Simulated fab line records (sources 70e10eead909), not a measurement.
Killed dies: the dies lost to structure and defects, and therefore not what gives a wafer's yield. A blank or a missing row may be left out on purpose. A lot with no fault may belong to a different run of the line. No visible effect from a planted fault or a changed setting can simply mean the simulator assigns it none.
fab line records	flow nandHarc
record: lots: 24	wafers: 72	lastDay: 34
route steps=1302 shown A_CONTACT@1020
lots that met no fault: from a run of the same line without faults
startH: start of the lot's first displayed wafer, in hours after the record's first day	waitH: hours since the lot's step before	" unchanged from the row above	L1.1+2: one row covering several wafers at once	- no value, or no start was given	* or withheld: withheld	< > ~ a bound
route shown NAME@n: names a module that has steps shown in the file, with the first one's number in the route	usual: mean and standard deviation over wafers with no fault	same: alike in all rows	chamber/n: place in a boat	sites: the reading at each site	_std_site: standard deviation across them	_edge_site: the outer-site mean with the inner-site mean subtracted	radiusMm: how far each site lies from the wafer's centre	mask NAME#n: copy n	behind: the last tool/chamber to shape the wafer	hold: what put the lot on hold/how long, in hours/how the hold closed	device: which transistor (n, p or np) failed to switch	end of line: tests of these same wafers at the route's end	a step given without rows: its recipe and nothing more	killed: the dies lost at the first sort to structure and to defects; this is not the yield of the wafer	map: the dies of a wafer, with x for killed, . for not killed, _ for no die there
set.NAME: setting as actually run; set.NAME@STEP: the setting as run at that earlier step	model.NAME: the simulator's own value behind a step, which no gauge read
a sample of lots followed through the steps of the route, with each step as a table and each wafer as a row
services: from which hour (startH, from the record's first day; less than 0 if before it) a tool's chamber was out of use, for how many hours, and why
== steps ==
step: NHARC_A_CONTACT_CD_MEAS_53
usual: cdNm: 289.7/0.92
lot.wafer	tool	chamber	startH	waitH	cdNm
L074.1	cdSem-02	-	489.03	-	289.7
L074.5	"	-	"	"	289.8
L074.6	"	-	"	"	289.5
L075.1	cdSem-03	-	508.42	-	289.1
L075.2	"	-	"	"	290.5
L075.6	"	-	"	"	290.2
L076.2	cdSem-02	-	517.62	-	291.5
L076.4	"	-	"	"	290.8
L076.5	"	-	"	"	291.3
L077.1	cdSem-01	-	531.35	-	288.7
L077.3	"	-	"	"	289.3
L077.6	"	-	"	"	288.6
L078.3	cdSem-02	-	532.11	-	289.6
L078.4	"	-	"	"	288.8
L078.6	"	-	"	"	289.7
L080.3	cdSem-02	-	546.79	-	288.4
L080.4	"	-	"	"	288.9
L080.5	"	-	"	"	288.3
L079.2	cdSem-01	-	558.18	-	288.9
L079.4	"	-	"	"	288.9
L079.6	"	-	"	"	289.4
L081.1	cdSem-02	-	582.65	-	289.5
L081.2	"	-	"	"	290.4
L081.6	"	-	"	"	290.3
L082.1	cdSem-01	-	583.55	-	291.1
L082.2	"	-	"	"	292.0
L082.6	"	-	"	"	291.6
L083.3	cdSem-01	-	593.44	-	289.9
L083.4	"	-	"	"	291.1
L083.5	"	-	"	"	290.1
L084.2	cdSem-03	-	604.23	-	290.2
L084.3	"	-	"	"	290.3
L084.5	"	-	"	"	290.6
L085.2	cdSem-03	-	608.92	-	289.7
L085.5	"	-	"	"	289.6
L085.6	"	-	"	"	289.3
L086.3	cdSem-02	-	613.49	-	291.1
L086.4	"	-	"	"	291.5
L086.5	"	-	"	"	290.9
L088.2	cdSem-03	-	630.40	-	289.6
L088.3	"	-	"	"	289.7
L088.5	"	-	"	"	289.2
L087.1	cdSem-01	-	635.10	-	290.6
L087.2	"	-	"	"	290.1
L087.5	"	-	"	"	290.1
L089.2	cdSem-02	-	636.27	-	288.5
L089.4	"	-	"	"	289.0
L089.6	"	-	"	"	288.2
L091.1	cdSem-02	-	645.56	-	290.2
L091.2	"	-	"	"	289.9
L091.5	"	-	"	"	290.3
L090.1	cdSem-03	-	646.24	-	289.6
L090.3	"	-	"	"	289.7
L090.6	"	-	"	"	289.7
L092.1	cdSem-01	-	681.07	-	287.3
L092.3	"	-	"	"	288.3
L092.6	"	-	"	"	288.0
L093.1	cdSem-02	-	682.83	-	289.3
L093.3	"	-	"	"	289.8
L093.6	"	-	"	"	288.8
L094.1	cdSem-01	-	693.35	-	290.0
L094.4	"	-	"	"	289.4
L094.5	"	-	"	"	289.3
L095.1	cdSem-03	-	698.36	-	290.5
L095.3	"	-	"	"	290.2
L095.6	"	-	"	"	289.4
L096.2	cdSem-02	-	721.48	-	289.9
L096.4	"	-	"	"	290.2
L096.6	"	-	"	"	289.7
L097.1	cdSem-01	-	730.65	-	289.4
L097.3	"	-	"	"	289.9
L097.5	"	-	"	"	290.0
step: NHARC_A_CONTACT_STRIP_82
recipe: o2FlowSccm: 500	arFlowSccm: 0	biasW: 0	chemistry: O2
usual: drypumpMotorCurrentA: 5.6/0.43	oesProductAu: 0.999/0.012	rfVppV: 57.9/0.95	showerheadPlenumPTorr: 3.58/0.17	throttleValvePct: 17.037/0.0097
lot.wafer	tool	chamber	startH	waitH	drypumpMotorCurrentA	oesProductAu	rfHoursCounterH	rfVppV	showerheadPlenumPTorr	throttleValvePct
L074.1	rieDiel-07	0	-	-	5.9	0.992	8	58.7	3.74	17.025
L074.5	"	2	"	"	5.9	1.003	-	56.5	3.62	17.058
L074.6	"	3	"	"	5.8	1.013	-	59.0	3.70	17.028
L075.2	rieDiel-07	3	-	-	5.9	1.015	15	59.8	3.70	17.040
L075.1	"	1	"	"	5.5	0.993	17	58.5	3.28	17.028
L075.6	"	3	"	"	5.8	1.008	-	57.9	3.70	17.036
L076.4	rieDiel-12	3	-	-	6.3	1.011	11	57.9	3.68	17.037
L076.2	"	1	"	"	5.9	1.006	11	59.7	3.70	17.025
L076.5	"	3	"	"	6.3	1.009	-	57.4	3.68	17.025
L077.1	rieDiel-12	3	-	-	6.3	0.999	13	58.5	3.68	17.051
L077.3	"	0	"	"	5.3	0.997	12	59.0	3.66	17.045
L077.6	"	1	"	"	5.9	0.980	-	58.2	3.70	17.039
L078.3	rieDiel-07	0	-	-	5.9	0.993	25	57.9	3.73	17.042
L078.4	"	0	"	"	5.9	0.986	-	58.1	3.73	17.041
L078.6	"	3	"	"	5.8	1.010	-	59.1	3.69	17.063
L080.4	rieDiel-07	3	-	-	5.9	1.021	28	57.9	3.69	17.042
L080.3	"	0	"	"	5.9	0.987	29	58.0	3.73	17.034
L080.5	"	0	"	"	5.9	0.987	-	58.2	3.73	17.036
L079.4	rieDiel-12	0	-	-	5.3	0.995	17	57.2	3.66	17.042
L079.2	"	1	"	"	5.9	0.993	17	57.4	3.70	17.030
L079.6	"	3	"	"	6.3	1.001	-	58.9	3.68	17.032
L081.1	rieDiel-07	1	-	-	5.4	1.003	37	57.4	3.28	17.055
L081.2	"	0	"	"	5.9	0.996	44	59.4	3.72	17.037
L081.6	"	1	"	"	5.5	0.987	-	56.9	3.27	17.033
L082.2	rieDiel-07	0	-	-	6.0	0.983	45	59.6	3.72	17.049
L082.1	"	1	"	"	5.4	0.999	37	56.8	3.27	17.040
L082.6	"	0	"	"	5.9	0.986	-	58.5	3.72	17.051
L083.3	rieDiel-12	1	-	-	5.9	0.982	23	59.0	3.70	17.051
L083.4	"	3	"	"	6.3	1.005	23	57.0	3.67	17.041
L083.5	"	1	"	"	5.9	0.986	-	58.6	3.70	17.039
L084.3	rieDiel-01	3	-	-	5.0	0.985	14	57.5	3.33	17.030
L084.2	"	1	"	"	6.0	1.003	17	56.0	3.44	17.041
L084.5	"	1	"	"	6.1	1.000	-	56.7	3.44	17.038
L085.2	rieDiel-01	1	-	-	6.0	1.007	18	57.7	3.44	17.053
L085.5	"	3	"	"	5.0	0.992	-	56.5	3.33	17.028
L085.6	"	0	"	"	5.1	1.022	-	56.8	3.70	17.046
L086.4	rieDiel-01	2	-	-	5.4	0.978	13	57.4	3.80	17.047
L086.3	"	3	"	"	5.0	0.987	16	58.4	3.33	17.021
L086.5	"	2	"	"	5.5	0.971	-	59.3	3.80	17.054
L088.2	rieDiel-01	3	-	-	5.0	0.994	25	57.6	3.33	17.038
L088.3	"	0	"	"	5.1	1.004	29	58.2	3.69	17.031
L088.5	"	2	"	"	5.4	0.990	-	57.4	3.80	17.032
L087.2	rieDiel-12	0	-	-	5.3	1.000	2	57.4	3.65	17.032
L087.1	"	2	"	"	5.1	0.999	1	56.2	3.30	17.036
L087.5	"	1	"	"	5.9	0.989	-	58.6	3.70	17.014
L089.2	rieDiel-07	1	-	-	5.4	1.009	53	57.5	3.27	17.043
L089.4	"	2	"	"	5.9	1.019	63	57.5	3.59	17.031
L089.6	"	0	"	"	5.9	0.973	-	58.2	3.71	17.037
L091.2	rieDiel-01	3	-	-	5.0	0.994	31	58.3	3.33	17.030
L091.1	"	1	"	"	6.1	1.004	34	58.6	3.44	17.048
L091.5	"	3	"	"	5.0	0.982	-	57.9	3.32	17.017
L090.1	rieDiel-12	1	656.78	0.1	5.9	1.001	4	57.0	3.69	17.027
L090.3	"	1	"	"	5.9	0.997	-	57.5	3.69	17.031
L090.6	"	2	"	"	5.0	1.014	-	55.4	3.30	17.016
L092.1	rieDiel-12	3	-	-	6.3	0.997	8	57.7	3.67	17.038
L092.3	"	2	"	"	5.1	1.018	10	56.7	3.30	17.040
L092.6	"	3	"	"	6.3	1.001	-	58.2	3.67	17.022
L093.1	rieDiel-01	3	-	-	4.9	0.978	42	57.9	3.32	17.027
L093.3	"	0	"	"	5.1	1.010	45	57.6	3.68	17.033
L093.6	"	3	"	"	4.9	0.976	-	58.3	3.32	17.048
L094.1	rieDiel-12	1	-	-	5.9	0.987	14	58.1	3.69	17.038
L094.4	"	3	"	"	6.3	0.999	11	59.5	3.67	17.036
L094.5	"	2	"	"	5.1	1.012	-	57.3	3.30	17.044
L095.1	rieDiel-12	0	-	-	5.3	0.993	14	57.3	3.64	17.038
L095.3	"	1	"	"	5.9	0.988	15	58.1	3.69	17.044
L095.6	"	0	"	"	5.3	0.990	-	58.0	3.64	17.036
L096.2	rieDiel-01	0	732.29	0.1	5.1	1.000	55	57.6	3.68	17.034
L096.4	"	2	"	"	5.4	0.990	-	59.6	3.78	17.029
L096.6	"	0	"	"	5.1	1.000	-	58.9	3.68	17.028
L097.3	rieDiel-12	2	-	-	5.1	0.998	18	56.9	3.29	17.037
L097.1	"	1	"	"	5.9	0.982	21	57.6	3.69	17.028
L097.5	"	2	"	"	5.1	1.004	-	55.8	3.29	17.021
step: NHARC_A_CONTACT_INSPECT_10
usual: rawDefectCount: 82/38
lot.wafer	tool	chamber	startH	waitH	rawDefectCount
L074.1	defectInspect-01	-	506.12	0.0	103
L074.5	"	-	"	"	94
L074.6	"	-	"	"	100
L075.1	defectInspect-01	-	521.86	0.0	62
L075.2	"	-	"	"	73
L075.6	"	-	"	"	60
L076.2	defectInspect-02	-	530.65	0.0	54
L076.4	"	-	"	"	39
L076.5	"	-	"	"	48
L077.1	defectInspect-01	-	544.94	0.0	143
L077.3	"	-	"	"	136
L077.6	"	-	"	"	137
L078.3	defectInspect-01	-	546.73	0.0	61
L078.4	"	-	"	"	63
L078.6	"	-	"	"	79
L080.3	defectInspect-01	-	561.67	0.0	157
L080.4	"	-	"	"	161
L080.5	"	-	"	"	141
L079.2	defectInspect-01	-	573.18	0.0	64
L079.4	"	-	"	"	57
L079.6	"	-	"	"	63
L081.1	defectInspect-01	-	595.53	0.0	115
L081.2	"	-	"	"	115
L081.6	"	-	"	"	88
L082.1	defectInspect-02	-	600.36	0.0	33
L082.2	"	-	"	"	40
L082.6	"	-	"	"	45
L083.3	defectInspect-02	-	607.70	0.0	138
L083.4	"	-	"	"	144
L083.5	"	-	"	"	125
L084.2	defectInspect-01	-	619.58	0.0	118
L084.3	"	-	"	"	127
L084.5	"	-	"	"	116
L085.2	defectInspect-02	-	624.17	0.0	38
L085.5	"	-	"	"	36
L085.6	"	-	"	"	41
L086.3	defectInspect-02	-	629.64	0.0	71
L086.4	"	-	"	"	77
L086.5	"	-	"	"	65
L088.2	defectInspect-02	-	646.05	0.0	92
L088.3	"	-	"	"	88
L088.5	"	-	"	"	107
L087.1	defectInspect-02	-	648.20	0.0	24
L087.2	"	-	"	"	27
L087.5	"	-	"	"	21
L089.2	defectInspect-02	-	653.11	0.0	106
L089.4	"	-	"	"	103
L089.6	"	-	"	"	94
L091.1	defectInspect-01	-	660.82	0.0	66
L091.2	"	-	"	"	66
L091.5	"	-	"	"	85
L090.1	defectInspect-02	-	661.37	0.0	55
L090.3	"	-	"	"	66
L090.6	"	-	"	"	57
L092.1	defectInspect-01	-	696.77	0.0	113
L092.3	"	-	"	"	90
L092.6	"	-	"	"	105
L093.1	defectInspect-02	-	698.32	0.0	35
L093.3	"	-	"	"	35
L093.6	"	-	"	"	32
L094.1	defectInspect-02	-	708.70	0.0	73
L094.4	"	-	"	"	75
L094.5	"	-	"	"	72
L095.1	defectInspect-01	-	711.38	0.0	69
L095.3	"	-	"	"	84
L095.6	"	-	"	"	82
L096.2	defectInspect-01	-	737.48	0.0	30
L096.4	"	-	"	"	32
L096.6	"	-	"	"	27
L097.1	defectInspect-01	-	748.73	0.0	131
L097.3	"	-	"	"	152
L097.5	"	-	"	"	137
step: NHARC_A_CONTACT_ETCH_89
recipe: targetDepthA: 2600	overEtchFrac: 0.3	timeS: 475.3	ionEnergyEv: 200	n2FlowSccm: 150	h2FlowSccm: 150	arFlowSccm: 0	rfW: 400	biasW: 150	chemistry: N2/H2
usual: drypumpMotorCurrentA: 5.6/0.44	oesProductAu: 0.999/0.011	rfVppV: 431.4/3	showerheadPlenumPTorr: 2.08/0.1	throttleValvePct: 14.172/0.0095
lot.wafer	tool	chamber	startH	waitH	drypumpMotorCurrentA	oesProductAu	rfHoursCounterH	rfVppV	showerheadPlenumPTorr	throttleValvePct
L074.1	rieDiel-12	3	-	-	6.3	1.013	8	433.5	2.14	14.167
L074.5	"	3	"	"	6.3	1.002	-	434.4	2.14	14.166
L074.6	"	0	"	"	5.3	1.007	-	433.3	2.12	14.173
L075.2	rieDiel-12	2	-	-	5.1	1.013	10	426.8	1.90	14.162
L075.1	"	3	"	"	6.3	1.005	11	433.4	2.14	14.171
L075.6	"	2	"	"	5.1	1.002	-	426.0	1.90	14.178
L076.4	rieDiel-12	0	-	-	5.3	1.001	10	432.9	2.12	14.165
L076.2	"	1	"	"	5.9	0.986	11	434.6	2.15	14.160
L076.5	"	0	"	"	5.3	0.991	-	432.2	2.12	14.185
L077.1	rieDiel-12	1	-	-	5.9	0.980	14	434.1	2.15	14.163
L077.3	"	2	"	"	5.1	0.998	14	427.2	1.90	14.166
L077.6	"	0	"	"	5.3	0.997	-	433.2	2.12	14.191
L078.4	rieDiel-01	3	-	-	5.0	1.000	54	428.1	1.92	14.176
L078.3	"	1	"	"	6.0	0.991	54	427.3	1.99	14.154
L078.6	"	2	"	"	5.4	0.988	-	424.7	1.89	14.180
L080.3	rieDiel-12	0	-	-	5.3	0.987	15	431.9	2.12	14.172
L080.4	"	3	"	"	6.3	1.009	16	432.4	2.13	14.178
L080.5	"	0	"	"	5.3	0.998	-	432.6	2.12	14.173
L079.2	rieDiel-12	1	-	-	5.9	0.994	17	431.9	2.15	14.161
L079.4	"	3	"	"	6.3	1.005	18	432.1	2.13	14.165
L079.6	"	0	"	"	5.3	0.991	-	433.0	2.12	14.157
L081.2	rieDiel-01	0	-	-	5.1	1.009	10	433.7	2.15	14.171
L081.1	"	3	"	"	4.9	0.981	7	426.0	1.92	14.167
L081.6	"	0	"	"	5.1	1.010	-	432.9	2.15	14.169
L082.1	rieDiel-07	2	-	-	5.9	0.990	43	431.6	2.09	14.167
L082.2	"	0	"	"	5.9	0.984	46	433.6	2.16	14.174
L082.6	"	2	"	"	5.9	0.989	-	431.9	2.09	14.168
L083.3	rieDiel-12	1	-	-	5.9	0.980	23	433.9	2.15	14.155
L083.4	"	2	"	"	5.1	1.006	22	427.3	1.90	14.173
L083.5	"	2	"	"	5.1	1.011	-	427.5	1.90	14.181
L084.3	rieDiel-12	2	-	-	5.1	1.015	24	426.6	1.90	14.190
L084.2	"	3	"	"	6.3	1.014	25	433.5	2.13	14.183
L084.5	"	3	"	"	6.3	1.002	-	432.8	2.13	14.174
L085.2	rieDiel-07	3	-	-	5.8	1.004	49	433.0	2.14	14.163
L085.5	"	3	"	"	5.8	1.011	-	433.4	2.14	14.186
L085.6	"	0	"	"	5.9	0.982	-	432.5	2.16	14.181
L086.4	rieDiel-01	3	-	-	5.0	0.997	18	427.0	1.91	14.182
L086.3	"	2	"	"	5.4	0.982	14	435.2	2.21	14.168
L086.5	"	3	"	"	5.0	0.995	-	427.4	1.91	14.162
L088.2	rieDiel-07	3	-	-	5.8	1.008	58	433.9	2.13	14.174
L088.3	"	1	"	"	5.5	1.000	52	424.8	1.87	14.172
L088.5	"	3	"	"	5.8	1.014	-	433.2	2.13	14.187
L087.2	rieDiel-12	2	-	-	5.1	1.015	2	425.7	1.90	14.179
L087.1	"	3	"	"	6.3	1.027	2	432.4	2.13	14.175
L087.5	"	0	"	"	5.3	1.004	-	431.8	2.12	14.172
L089.2	rieDiel-12	0	-	-	5.3	1.001	4	432.4	2.12	14.183
L089.4	"	2	"	"	5.0	1.020	3	425.8	1.90	14.173
L089.6	"	0	"	"	5.3	1.004	-	434.2	2.12	14.166
L091.1	rieDiel-12	0	-	-	5.3	1.002	4	431.3	2.12	14.177
L091.2	"	2	"	"	5.1	1.012	4	426.2	1.90	14.164
L091.5	"	2	"	"	5.1	1.015	-	426.1	1.90	14.172
L090.3	rieDiel-12	0	-	-	5.3	1.009	5	433.2	2.12	14.177
L090.1	"	1	"	"	5.9	0.997	5	433.2	2.15	14.190
L090.6	"	2	"	"	5.1	1.019	-	427.6	1.90	14.160
L092.3	rieDiel-12	3	-	-	6.3	0.996	8	432.9	2.13	14.183
L092.1	"	1	"	"	5.9	0.982	11	434.8	2.14	14.171
L092.6	"	1	"	"	5.9	0.978	-	433.5	2.14	14.160
L093.3	rieDiel-07	3	-	-	5.8	0.995	11	433.7	2.13	14.172
L093.1	"	1	"	"	5.4	0.998	14	436.5	2.21	14.171
L093.6	"	0	"	"	5.9	0.993	-	433.2	2.15	14.151
L094.1	rieDiel-12	0	-	-	5.3	0.998	14	433.1	2.11	14.170
L094.4	"	2	"	"	5.1	1.004	12	425.9	1.89	14.173
L094.5	"	0	"	"	5.3	1.004	-	431.7	2.11	14.176
L095.3	rieDiel-12	2	-	-	5.1	1.019	12	426.6	1.89	14.164
L095.1	"	0	"	"	5.3	1.003	14	432.4	2.11	14.174
L095.6	"	1	"	"	5.9	0.990	-	432.9	2.14	14.160
L096.2	rieDiel-07	3	-	-	5.8	0.991	25	433.1	2.12	14.156
L096.4	"	1	"	"	5.5	0.990	34	435.3	2.21	14.180
L096.6	"	3	"	"	5.8	0.984	-	433.2	2.12	14.165
L097.1	rieDiel-12	2	-	-	5.1	1.000	18	427.6	1.89	14.165
L097.3	"	3	"	"	6.3	1.001	18	432.2	2.12	14.177
L097.5	"	3	"	"	6.3	1.001	-	432.4	2.12	14.183
step: NHARC_A_CONTACT_ETCH_134
recipe: sourceW: withheld	pressureMtorr: 20	biasV: withheld	timeS: 140	targetDepthA: 7000	arFlowSccm: withheld	c4f8FlowSccm: withheld	o2FlowSccm: withheld	chemistry: C4F8/O2/Ar
lot.wafer	tool	chamber	startH	waitH	rfHoursCounterH
L074.1	harCapEtch-02	0	507.33	-	85
L074.6	"	1	"	"	-
L074.5	"	0	"	"	-
L075.2	harCapEtch-03	0	523.05	-	43
L075.1	"	1	"	"	43
L075.6	"	0	"	"	-
L076.2	harCapEtch-02	1	531.83	-	90
L076.4	"	0	"	"	-
L076.5	"	0	"	"	-
L077.1	harCapEtch-01	0	546.17	-	6
L077.3	"	0	"	"	-
L077.6	"	1	"	"	-
L078.3	harCapEtch-03	0	547.99	-	-
L078.4	"	1	"	"	-
L078.6	"	0	"	"	-
L080.4	harCapEtch-03	0	562.92	-	-
L080.3	"	1	"	"	-
L080.5	"	0	"	"	-
L079.2	harCapEtch-01	1	574.40	-	9
L079.4	"	0	"	"	-
L079.6	"	0	"	"	-
L081.1	harCapEtch-01	1	596.72	-	13
L081.2	"	0	"	"	13
L081.6	"	1	"	"	-
L082.1	harCapEtch-01	1	601.86	-	14
L082.2	"	0	"	"	14
L082.6	"	1	"	"	-
L083.4	harCapEtch-01	0	608.95	-	-
L083.3	"	1	"	"	-
L083.5	"	0	"	"	-
L084.2	harCapEtch-02	1	620.76	-	106
L084.3	"	0	"	"	-
L084.5	"	0	"	"	-
L085.2	harCapEtch-01	1	625.35	-	18
L085.5	"	1	"	"	-
L085.6	"	0	"	"	-
L086.3	harCapEtch-01	1	632.00	-	-
L086.4	"	0	"	"	-
L086.5	"	1	"	"	-
L088.2	harCapEtch-02	0	647.24	-	114
L088.3	"	1	"	"	-
L088.5	"	0	"	"	-
L087.1	harCapEtch-01	0	649.38	-	25
L087.2	"	1	"	"	25
L087.5	"	0	"	"	-
L089.2	harCapEtch-01	1	654.33	-	26
L089.4	"	0	"	"	-
L089.6	"	1	"	"	-
L091.2	harCapEtch-03	0	662.21	-	71
L091.1	"	1	"	"	71
L091.5	"	0	"	"	-
L090.1	harCapEtch-02	1	663.18	-	117
L090.3	"	0	"	"	-
L090.6	"	1	"	"	-
L092.1	harCapEtch-02	0	698.17	-	121
L092.3	"	1	"	"	-
L092.6	"	1	"	"	-
L093.1	harCapEtch-03	1	699.54	-	77
L093.3	"	1	"	"	-
L093.6	"	0	"	"	-
L094.1	harCapEtch-03	0	709.92	-	78
L094.4	"	0	"	"	-
L094.5	"	1	"	"	-
L095.1	harCapEtch-01	0	712.60	-	36
L095.3	"	0	"	"	-
L095.6	"	0	"	"	-
L096.2	harCapEtch-01	0	738.83	-	40
L096.4	"	1	"	"	-
L096.6	"	0	"	"	-
L097.1	harCapEtch-01	0	750.13	-	41
L097.3	"	0	"	"	-
L097.5	"	1	"	"	-
step: NHARC_A_CONTACT_ETCH_136
recipe: sourceW: withheld	pressureMtorr: 20	biasV: 1200	timeS: 311	targetDepthA: 19120	arFlowSccm: withheld	c4f8FlowSccm: withheld	o2FlowSccm: withheld	chemistry: C4F8/O2/Ar
lot.wafer	tool	chamber	startH	waitH	rfHoursCounterH
L074.1	harCapEtch-02	0	507.81	0.2	85
L074.6	"	1	"	"	-
L074.5	"	0	"	"	-
L075.2	harCapEtch-03	0	523.52	0.2	44
L075.1	"	1	"	"	44
L075.6	"	0	"	"	-
L076.2	harCapEtch-02	1	532.30	0.2	90
L076.4	"	0	"	"	-
L076.5	"	0	"	"	-
L077.1	harCapEtch-01	0	546.82	0.3	6
L077.3	"	0	"	"	-
L077.6	"	1	"	"	-
L078.3	harCapEtch-03	0	548.49	0.2	-
L078.4	"	1	"	"	-
L078.6	"	0	"	"	-
L080.4	harCapEtch-03	0	563.42	0.2	-
L080.3	"	1	"	"	-
L080.5	"	0	"	"	-
L079.2	harCapEtch-01	1	574.88	0.2	10
L079.4	"	0	"	"	-
L079.6	"	0	"	"	-
L081.1	harCapEtch-01	1	597.19	0.2	13
L081.2	"	0	"	"	13
L081.6	"	1	"	"	-
L082.1	harCapEtch-01	1	602.33	0.2	14
L082.2	"	0	"	"	14
L082.6	"	1	"	"	-
L083.4	harCapEtch-01	0	609.44	0.2	-
L083.3	"	1	"	"	-
L083.5	"	0	"	"	-
L084.2	harCapEtch-02	1	621.23	0.2	106
L084.3	"	0	"	"	-
L084.5	"	0	"	"	-
L085.2	harCapEtch-01	1	625.83	0.2	19
L085.5	"	1	"	"	-
L085.6	"	0	"	"	-
L086.3	harCapEtch-01	1	632.66	0.3	-
L086.4	"	0	"	"	-
L086.5	"	1	"	"	-
L088.2	harCapEtch-02	0	647.71	0.2	114
L088.3	"	1	"	"	-
L088.5	"	0	"	"	-
L087.1	harCapEtch-01	0	649.86	0.2	26
L087.2	"	1	"	"	26
L087.5	"	0	"	"	-
L089.2	harCapEtch-01	1	654.81	0.2	27
L089.4	"	0	"	"	-
L089.6	"	1	"	"	-
L091.2	harCapEtch-03	0	662.84	0.3	72
L091.1	"	1	"	"	72
L091.5	"	0	"	"	-
L090.1	harCapEtch-02	1	663.82	0.3	117
L090.3	"	0	"	"	-
L090.6	"	1	"	"	-
L092.1	harCapEtch-02	0	698.64	0.2	121
L092.3	"	1	"	"	-
L092.6	"	1	"	"	-
L093.1	harCapEtch-03	1	700.03	0.2	77
L093.3	"	1	"	"	-
L093.6	"	0	"	"	-
L094.1	harCapEtch-03	0	710.40	0.2	78
L094.4	"	0	"	"	-
L094.5	"	1	"	"	-
L095.1	harCapEtch-01	0	713.08	0.2	36
L095.3	"	0	"	"	-
L095.6	"	0	"	"	-
L096.2	harCapEtch-01	0	739.32	0.2	40
L096.4	"	1	"	"	-
L096.6	"	0	"	"	-
L097.1	harCapEtch-01	0	750.61	0.2	41
L097.3	"	0	"	"	-
L097.5	"	1	"	"	-
== services ==
tool	chamber	startH	hours	kind
rieDiel-12	0	478.91	-	clean
rieDiel-12	1	478.91	-	clean
rieDiel-12	2	478.91	-	clean
rieDiel-12	3	478.91	-	clean
rieDiel-12	2	483.40	7.5	repair
harCapEtch-01	-	497.00	17.0	pm
rieDiel-07	1	533.96	17.1	repair
rieDiel-01	-	558.53	9.0	pm
harCapEtch-03	-	565.16	0.4	repair
rieDiel-07	3	592.66	15.5	repair
rieDiel-12	-	622.41	9.0	pm
rieDiel-07	1	627.64	3.5	repair
harCapEtch-01	-	637.38	0.2	repair
rieDiel-12	-	640.97	1.3	repair
rieDiel-07	-	649.85	9.0	pm
rieDiel-12	0	654.26	5.0	repair
rieDiel-12	3	655.28	10.7	repair
harCapEtch-01	-	658.40	0.5	repair
harCapEtch-01	-	664.87	0.3	repair
rieDiel-12	2	695.17	7.1	repair
rieDiel-01	1	720.80	17.8	repair
rieDiel-01	3	727.61	5.5	repair
rieDiel-01	-	739.32	9.0	pm
rieDiel-07	3	747.45	7.1	repair
== key ==
fault none
